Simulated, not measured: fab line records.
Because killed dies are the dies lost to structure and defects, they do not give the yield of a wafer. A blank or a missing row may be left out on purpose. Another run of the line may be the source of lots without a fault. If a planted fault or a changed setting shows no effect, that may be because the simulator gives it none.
What tool caused it?	flow nand-harc	69 wafers from 23 lots sampled at 6 of the route's 1159 steps

## WHAT EACH GAUGE READ, for each wafer
Not one reading of a measure or inspect step in the record can be checked against a usual standard deviation.

## EACH LOT AND THE TOOL THAT RAN IT (in order: tool; ch and the chambers of the sampled wafers; start)
lot	NHARC_A_STAIRCASE_ETCH_201	NHARC_A_STAIRCASE_TRIM_229	NHARC_A_STAIRCASE_ETCH_230	NHARC_A_STAIRCASE_TRIM_235	NHARC_A_STAIRCASE_ETCH_236	NHARC_A_STAIRCASE_DESCUM_291
L074	rie-diel-08 ch 0,2,3, day 11 05:20 or earlier	rie-diel-02 ch 0,1, day 11 05:20	rie-diel-02 ch 0,2,3, day 11 13:05 or earlier	rie-diel-02 ch 0,3, day 11 13:05 or earlier	rie-diel-02 ch 0,1,2, day 11 13:05 or earlier	rie-diel-08 ch 1,2,3, day 11 13:05
L075	rie-diel-02 ch 0,1,3, day 11 04:56 or earlier	rie-diel-08 ch 1,2,3, day 11 04:56	rie-diel-08 ch 1,2,3, day 11 11:14 or earlier	rie-diel-08 ch 0,1,2, day 11 11:14 or earlier	rie-diel-08 ch 0,1,3, day 11 11:14 or earlier	rie-diel-08 ch 0,2,3, day 11 11:14
L076	rie-diel-01 ch 0,3, day 11 22:38 or earlier	rie-diel-01 ch 0,1, day 11 22:38	rie-diel-01 ch 0,2,3, day 12 05:47 or earlier	rie-diel-01 ch 0,1, day 12 05:47 or earlier	rie-diel-01 ch 0,1,2, day 12 05:47 or earlier	rie-diel-02 ch 2,3, day 12 05:47
L079	rie-diel-01 ch 0,1,2, day 12 03:19 or earlier	rie-diel-02 ch 0,3, day 12 03:19	rie-diel-02 ch 2,3, day 12 09:43 or earlier	rie-diel-02 ch 0,2,3, day 12 09:43 or earlier	rie-diel-02 ch 2,3, day 12 09:43 or earlier	rie-diel-08 ch 0,2,3, day 12 09:43
L077	rie-diel-08 ch 1,2,3, day 12 03:19 or earlier	rie-diel-01 ch 0,2,3, day 12 03:19	rie-diel-01 ch 0,1,2, day 12 11:13 or earlier	rie-diel-01 ch 0,2,3, day 12 11:13 or earlier	rie-diel-01 ch 1,2,3, day 12 11:13 or earlier	rie-diel-01 ch 0,1,2, day 12 11:13
L078	rie-diel-08 ch 0,1,2, day 12 10:09 or earlier	rie-diel-02 ch 0,2,3, day 12 10:09	rie-diel-02 ch 0,2,3, day 12 17:45 or earlier	rie-diel-02 ch 0,2,3, day 12 17:45 or earlier	rie-diel-02 ch 2,3, day 12 17:45 or earlier	rie-diel-01 ch 1,2,3, day 12 17:45
L080	rie-diel-01 ch 0,1,2, day 12 13:35 or earlier	rie-diel-02 ch 0,2, day 12 13:35	rie-diel-02 ch 0,2, day 12 20:10 or earlier	rie-diel-02 ch 0,2,3, day 12 20:10 or earlier	rie-diel-02 ch 0,3, day 12 20:10 or earlier	rie-diel-02 ch 0,2, day 12 20:10
L081	rie-diel-08 ch 1,2, day 13 05:27 or earlier	rie-diel-08 ch 0,2, day 13 05:27	rie-diel-08 ch 0,1,3, day 13 11:55 or earlier	rie-diel-08 ch 0,1, day 13 11:55 or earlier	rie-diel-08 ch 0,1,2, day 13 11:55 or earlier	rie-diel-02 ch 0,2, day 13 11:55
L082	rie-diel-02 ch 1,2,3, day 13 05:35 or earlier	rie-diel-08 ch 0,1,2, day 13 05:35	rie-diel-08 ch 0,1,2, day 13 13:36 or earlier	rie-diel-08 ch 1,3, day 13 13:36 or earlier	rie-diel-08 ch 0,1, day 13 13:36 or earlier	rie-diel-01 ch 0,1, day 13 13:36
L083	rie-diel-02 ch 1,2, day 13 11:49 or earlier	rie-diel-01 ch 1,2, day 13 11:49	rie-diel-01 ch 0,2,3, day 13 22:40 or earlier	rie-diel-01 ch 0,2, day 13 22:40 or earlier	rie-diel-01 ch 1,2,3, day 13 22:40 or earlier	rie-diel-01 ch 0,1, day 13 22:40
L086	rie-diel-01 ch 0,1,3, day 14 05:08 or earlier	rie-diel-02 ch 0,1,2, day 14 05:08	rie-diel-02 ch 0,2,3, day 14 11:41 or earlier	rie-diel-02 ch 0,1,2, day 14 11:41 or earlier	rie-diel-02 ch 1,2,3, day 14 11:41 or earlier	rie-diel-02 ch 0,1,3, day 14 11:41
L084	rie-diel-08 ch 0,2,3, day 14 07:50 or earlier	rie-diel-02 ch 1,3, day 14 07:50	rie-diel-02 ch 0,2,3, day 14 17:44 or earlier	rie-diel-02 ch 0,1, day 14 17:44 or earlier	rie-diel-02 ch 0,1,2, day 14 17:44 or earlier	rie-diel-01 ch 0,2, day 14 17:44
L085	rie-diel-08 ch 0,2,3, day 14 12:28 or earlier	rie-diel-01 ch 1,2,3, day 14 12:28	rie-diel-01 ch 1,2,3, day 14 19:38 or earlier	rie-diel-01 ch 0,1,3, day 14 19:38 or earlier	rie-diel-01 ch 0,1,3, day 14 19:38 or earlier	rie-diel-01 ch 0,2,3, day 14 19:38
L087	rie-diel-02 ch 0,2,3, day 14 13:01 or earlier	rie-diel-08 ch 0,1,2, day 14 13:01	rie-diel-08 ch 0,2,3, day 14 20:24 or earlier	rie-diel-08 ch 1,2,3, day 14 20:24 or earlier	rie-diel-08 ch 0,1,3, day 14 20:24 or earlier	rie-diel-01 ch 0,1,3, day 14 20:24
L090	rie-diel-01 ch 1,2, day 15 00:12 or earlier	rie-diel-01 ch 1,2,3, day 15 00:12	rie-diel-01 ch 0,2,3, day 15 06:38 or earlier	rie-diel-01 ch 0,1,3, day 15 06:38 or earlier	rie-diel-01 ch 2,3, day 15 06:38 or earlier	rie-diel-01 ch 0,3, day 15 06:38
L089	rie-diel-08 ch 0,1,2, day 15 01:14 or earlier	rie-diel-08 ch 0,3, day 15 01:14	rie-diel-08 ch 0,1,2, day 15 08:07 or earlier	rie-diel-08 ch 0,2,3, day 15 08:07 or earlier	rie-diel-08 ch 0,1,2, day 15 08:07 or earlier	rie-diel-08 ch 0,2,3, day 15 08:07
L088	rie-diel-08 ch 0,1,2, day 15 02:48 or earlier	rie-diel-02 ch 0,2, day 15 02:48	rie-diel-02 ch 0,2,3, day 15 09:10 or earlier	rie-diel-02 ch 1,2,3, day 15 09:10 or earlier	rie-diel-02 ch 0,1, day 15 09:10 or earlier	rie-diel-01 ch 1,3, day 15 09:10
L091	rie-diel-01 ch 0,1,3, day 15 07:31 or earlier	rie-diel-08 ch 0,1,3, day 15 07:31	rie-diel-08 ch 1,3, day 15 16:42 or earlier	rie-diel-08 ch 0,1,2, day 15 16:42 or earlier	rie-diel-08 ch 1,2,3, day 15 16:42 or earlier	rie-diel-01 ch 0,2,3, day 15 16:42
L092	rie-diel-02 ch 2,3, day 15 11:56 or earlier	rie-diel-01 ch 0,1,2, day 15 11:56	rie-diel-01 ch 0,3, day 15 21:44 or earlier	rie-diel-01 ch 0,1, day 15 21:44 or earlier	rie-diel-01 ch 0,1,2, day 15 21:44 or earlier	rie-diel-08 ch 0,1,2, day 15 21:44
L093	rie-diel-02 ch 0,2,3, day 15 17:16 or earlier	rie-diel-02 ch 1,2, day 15 17:16	rie-diel-02 ch 1,2, day 15 23:37 or earlier	rie-diel-02 ch 0,2, day 15 23:37 or earlier	rie-diel-02 ch 0,1,3, day 15 23:37 or earlier	rie-diel-02 ch 0,2,3, day 15 23:37
L095	rie-diel-02 ch 1,3, day 16 08:49 or earlier	rie-diel-01 ch 0,1,2, day 16 08:49	rie-diel-01 ch 0,1,2, day 16 15:34 or earlier	rie-diel-01 ch 1,3, day 16 15:34 or earlier	rie-diel-01 ch 0,1, day 16 15:34 or earlier	rie-diel-08 ch 0,1,2, day 16 15:34
L096	rie-diel-01 ch 1,3, day 16 20:36 or earlier	rie-diel-08 ch 1,3, day 16 20:36	rie-diel-08 ch 0,1,2, day 17 04:02 or earlier	rie-diel-08 ch 0,1, day 17 04:02 or earlier	rie-diel-08 ch 1,2,3, day 17 04:02 or earlier	rie-diel-08 ch 1,2, day 17 04:02
L097	rie-diel-02 ch 0,2,3, day 17 03:34 or earlier	rie-diel-01 ch 2,3, day 17 03:34	rie-diel-01 ch 1,2,3, day 17 10:28 or earlier	rie-diel-01 ch 0,1,2, day 17 10:28 or earlier	rie-diel-01 ch 0,1,2, day 17 10:28 or earlier	rie-diel-08 ch 0,2,3, day 17 10:28
- NHARC_A_STAIRCASE_ETCH_201: etches the open film in C4F8/O2, target depth 100 nm, time 40.5 s.
- NHARC_A_STAIRCASE_TRIM_229: chemistry O2, time 211.2 s.
- NHARC_A_STAIRCASE_ETCH_230: etches the open film in C4F8/O2, target depth 100 nm, time 40.5 s.
- NHARC_A_STAIRCASE_TRIM_235: chemistry O2, time 211.2 s.
- NHARC_A_STAIRCASE_ETCH_236: etches the open film in C4F8/O2, target depth 100 nm, time 40.5 s.
- NHARC_A_STAIRCASE_DESCUM_291: chemistry O2, time 3 s.

## AS READ BY THE TOOLS THEMSELVES (means over the sampled wafers that have a number; for cases with no such wafer, the mark the record gives instead)
NHARC_A_STAIRCASE_ETCH_201. Usual: oes-product-au 0.939 a.u., standard deviation 0.011; rf-fwd-power-W 592.9 W, standard deviation 2.2; rf-vpp-V 897 V, standard deviation 5.7.
lot	tool	oes-product-au (a.u.)	rf-fwd-power-W (W)	rf-vpp-V (V)	flag
L074	rie-diel-08	0.932	593.0	894	
L075	rie-diel-02	0.943	592.7	895	
L076	rie-diel-01	0.938	595.8	904	
L079	rie-diel-01	0.934	594.5	899	
L077	rie-diel-08	0.955	593.3	893	
L078	rie-diel-08	0.941	593.9	892	
L080	rie-diel-01	0.936	594.1	899	
L081	rie-diel-08	0.943	592.8	889	
L082	rie-diel-02	0.935	590.7	892	
L083	rie-diel-02	0.934	593.0	892	
L086	rie-diel-01	0.946	592.4	900	
L084	rie-diel-08	0.939	591.8	901	
L085	rie-diel-08	0.953	594.1	902	
L087	rie-diel-02	0.940	592.0	897	
L090	rie-diel-01	0.942	591.1	894	
L089	rie-diel-08	0.935	594.6	900	
L088	rie-diel-08	0.940	592.7	899	
L091	rie-diel-01	0.927	593.9	900	
L092	rie-diel-02	0.941	592.2	896	
L093	rie-diel-02	0.953	594.0	897	
L095	rie-diel-02	0.943	592.2	888	
L096	rie-diel-01	0.938	593.2	898	
L097	rie-diel-02	0.940	592.9	897	

NHARC_A_STAIRCASE_TRIM_229. Usual: drypump-motor-current-A 5.7 A, standard deviation 0.52; oes-product-au 0.999 a.u., standard deviation 0.011; rf-vpp-V 57.9 V, standard deviation 0.86; showerhead-plenum-p-Torr 3.57 Torr, standard deviation 0.15; throttle-valve-pct 17.036 %, standard deviation 0.0094.
lot	tool	drypump-motor-current-A (A)	oes-product-au (a.u.)	rf-vpp-V (V)	showerhead-plenum-p-Torr (Torr)	throttle-valve-pct (%)	flag
L074	rie-diel-02	5.1	0.990	58.4	3.49	17.049	
L075	rie-diel-08	5.6	0.996	57.7	3.46	17.035	
L076	rie-diel-01	5.9	1.002	58.7	3.71	17.032	
L079	rie-diel-02	6.0	1.000	58.5	3.51	17.036	
L077	rie-diel-01	5.5	1.007	57.3	3.63	17.030	
L078	rie-diel-02	6.0	1.010	58.1	3.59	17.036	
L080	rie-diel-02	5.4	1.001	58.6	3.72	17.039	
L081	rie-diel-08	5.6	0.993	57.3	3.49	17.030	
L082	rie-diel-08	5.5	1.002	58.1	3.44	17.032	
L083	rie-diel-01	5.6	1.011	58.6	3.51	17.036	
L086	rie-diel-02	5.5	0.997	57.6	3.57	17.031	
L084	rie-diel-02	6.1	0.992	56.7	3.36	17.034	
L085	rie-diel-01	5.5	0.996	57.7	3.54	17.035	
L087	rie-diel-08	5.5	0.996	58.3	3.61	17.038	
L090	rie-diel-01	5.4	0.998	58.0	3.54	17.038	
L089	rie-diel-08	5.8	0.999	58.4	3.61	17.034	
L088	rie-diel-02	5.4	0.998	57.4	3.71	17.037	
L091	rie-diel-08	5.6	0.993	57.4	3.55	17.038	
L092	rie-diel-01	5.7	1.002	58.3	3.59	17.034	
L093	rie-diel-02	5.6	0.986	58.8	3.42	17.036	
L095	rie-diel-01	5.7	0.994	57.6	3.59	17.037	
L096	rie-diel-08	5.5	0.993	58.1	3.50	17.035	
L097	rie-diel-01	5.4	0.992	58.0	3.51	17.025	

NHARC_A_STAIRCASE_ETCH_230. Usual: oes-product-au 0.946 a.u., standard deviation 0.014; rf-fwd-power-W 592.9 W, standard deviation 2.5; rf-vpp-V 897 V, standard deviation 5.1.
lot	tool	oes-product-au (a.u.)	rf-fwd-power-W (W)	rf-vpp-V (V)	flag
L074	rie-diel-02	0.946	591.7	899	
L075	rie-diel-08	0.950	592.0	893	
L076	rie-diel-01	0.938	596.0	899	
L079	rie-diel-02	0.959	591.2	896	
L077	rie-diel-01	0.957	593.0	899	
L078	rie-diel-02	0.947	593.1	899	
L080	rie-diel-02	0.942	592.1	903	
L081	rie-diel-08	0.931	592.1	898	
L082	rie-diel-08	0.937	595.1	892	
L083	rie-diel-01	0.943	594.5	899	
L086	rie-diel-02	0.948	592.9	898	
L084	rie-diel-02	0.938	594.9	898	
L085	rie-diel-01	0.966	591.6	897	
L087	rie-diel-08	0.951	595.4	901	
L090	rie-diel-01	0.932	593.1	900	
L089	rie-diel-08	0.922	592.6	899	
L088	rie-diel-02	0.948	593.8	897	
L091	rie-diel-08	0.943	593.4	897	
L092	rie-diel-01	0.957	594.8	901	
L093	rie-diel-02	0.946	589.6	892	
L095	rie-diel-01	0.962	593.3	899	
L096	rie-diel-08	0.949	593.2	899	
L097	rie-diel-01	0.929	591.6	896	

NHARC_A_STAIRCASE_TRIM_235. Usual: drypump-motor-current-A 5.7 A, standard deviation 0.53; oes-product-au 0.999 a.u., standard deviation 0.011; rf-vpp-V 58.0 V, standard deviation 0.92; showerhead-plenum-p-Torr 3.57 Torr, standard deviation 0.15; throttle-valve-pct 17.036 %, standard deviation 0.0097.
lot	tool	drypump-motor-current-A (A)	oes-product-au (a.u.)	rf-vpp-V (V)	showerhead-plenum-p-Torr (Torr)	throttle-valve-pct (%)	flag
L074	rie-diel-02	5.5	1.010	58.3	3.65	17.039	
L075	rie-diel-08	5.5	0.995	58.8	3.45	17.037	
L076	rie-diel-01	5.9	0.998	58.2	3.71	17.031	
L079	rie-diel-02	6.0	1.005	58.4	3.59	17.036	
L077	rie-diel-01	5.5	0.994	58.7	3.63	17.038	
L078	rie-diel-02	6.0	1.002	58.0	3.59	17.048	
L080	rie-diel-02	6.0	1.006	58.2	3.59	17.026	
L081	rie-diel-08	5.5	0.996	58.0	3.55	17.033	
L082	rie-diel-08	5.5	1.007	57.3	3.51	17.035	
L083	rie-diel-01	5.7	0.995	58.5	3.59	17.031	
L086	rie-diel-02	5.5	1.007	57.9	3.57	17.024	
L084	rie-diel-02	5.1	0.996	57.6	3.48	17.036	
L085	rie-diel-01	5.5	1.001	58.3	3.64	17.029	
L087	rie-diel-08	5.6	1.002	58.3	3.63	17.037	
L090	rie-diel-01	5.5	0.994	58.1	3.63	17.045	
L089	rie-diel-08	5.8	1.006	58.5	3.67	17.046	
L088	rie-diel-02	6.1	0.997	57.6	3.43	17.029	
L091	rie-diel-08	5.5	1.003	58.1	3.61	17.040	
L092	rie-diel-01	5.8	0.998	58.2	3.61	17.042	
L093	rie-diel-02	6.0	0.999	57.7	3.65	17.036	
L095	rie-diel-01	5.2	1.003	58.3	3.57	17.031	
L096	rie-diel-08	5.3	1.002	57.5	3.49	17.037	
L097	rie-diel-01	5.8	0.997	57.7	3.58	17.041	

NHARC_A_STAIRCASE_ETCH_236. Usual: oes-product-au 0.941 a.u., standard deviation 0.011; rf-fwd-power-W 592.9 W, standard deviation 2.2; rf-vpp-V 897 V, standard deviation 5.4.
lot	tool	oes-product-au (a.u.)	rf-fwd-power-W (W)	rf-vpp-V (V)	flag
L074	rie-diel-02	0.942	594.3	898	
L075	rie-diel-08	0.942	594.1	897	
L076	rie-diel-01	0.940	593.0	898	
L079	rie-diel-02	0.942	591.1	893	
L077	rie-diel-01	0.942	591.7	898	
L078	rie-diel-02	0.947	592.6	896	
L080	rie-diel-02	0.937	595.1	895	
L081	rie-diel-08	0.936	592.0	894	
L082	rie-diel-08	0.950	591.6	895	
L083	rie-diel-01	0.950	593.2	896	
L086	rie-diel-02	0.929	593.7	893	
L084	rie-diel-02	0.953	591.8	898	
L085	rie-diel-01	0.939	591.5	900	
L087	rie-diel-08	0.943	595.2	897	
L090	rie-diel-01	0.947	592.7	897	
L089	rie-diel-08	0.937	593.2	898	
L088	rie-diel-02	0.936	592.4	895	
L091	rie-diel-08	0.935	593.5	899	
L092	rie-diel-01	0.940	593.1	898	
L093	rie-diel-02	0.947	591.7	895	
L095	rie-diel-01	0.947	588.9	897	
L096	rie-diel-08	0.942	592.2	899	
L097	rie-diel-01	0.929	593.8	897	

NHARC_A_STAIRCASE_DESCUM_291. Usual: drypump-motor-current-A 5.7 A, standard deviation 0.5; oes-product-au 0.998 a.u., standard deviation 0.011; rf-vpp-V 57.9 V, standard deviation 0.9; showerhead-plenum-p-Torr 1.95 Torr, standard deviation 0.086; throttle-valve-pct 11.313 %, standard deviation 0.0088.
lot	tool	drypump-motor-current-A (A)	oes-product-au (a.u.)	rf-vpp-V (V)	showerhead-plenum-p-Torr (Torr)	throttle-valve-pct (%)	flag
L074	rie-diel-08	5.6	1.000	57.5	1.87	11.310	
L075	rie-diel-08	5.8	0.996	58.4	1.90	11.307	
L076	rie-diel-02	6.6	1.004	58.5	1.87	11.312	
L079	rie-diel-08	5.7	0.998	57.5	1.90	11.315	
L077	rie-diel-01	5.7	0.994	57.9	1.96	11.318	
L078	rie-diel-01	5.4	1.010	57.9	1.92	11.318	
L080	rie-diel-02	5.4	1.004	57.9	2.03	11.310	
L081	rie-diel-02	5.4	1.002	58.6	2.03	11.313	
L082	rie-diel-01	5.8	0.997	58.1	1.97	11.308	
L083	rie-diel-01	5.9	1.003	58.6	2.01	11.319	
L086	rie-diel-02	5.6	1.000	57.5	1.89	11.319	
L084	rie-diel-01	5.8	0.984	59.3	2.00	11.304	
L085	rie-diel-01	5.5	0.988	58.3	1.97	11.312	
L087	rie-diel-01	5.5	1.003	57.4	1.98	11.310	
L090	rie-diel-01	5.7	0.995	58.1	2.02	11.314	
L089	rie-diel-08	5.7	0.997	57.8	2.00	11.313	
L088	rie-diel-01	5.4	1.014	58.0	1.92	11.311	
L091	rie-diel-01	5.5	0.990	57.1	1.96	11.315	
L092	rie-diel-08	5.5	1.001	57.5	1.96	11.311	
L093	rie-diel-02	6.0	1.009	59.1	1.94	11.306	
L095	rie-diel-08	5.4	0.996	57.3	1.96	11.312	
L096	rie-diel-08	5.5	0.995	58.7	2.00	11.305	
L097	rie-diel-08	5.7	0.990	57.8	1.99	11.313	

## THE ANSWER, worked out from the rows above alone
Rule: a lot is off if the mean of its wafers that have a number lies more than 3 standard deviations from the usual mean. A lot without any number at a reading at which 4 lots or more have one is off too. All remaining lots with rows at the step are treated as sound. Order of review: gauges by route order, followed by the tools' own readings, for which a lot's mean as printed above is used. The first step at which some lot is off is used, and at that step the reading that is off furthest; a lot without a number counts as furthest.
None of the lots is off at any reading shown; this tells nothing.

## WHAT HAD BEEN PUT IN BY THE SIMULATOR
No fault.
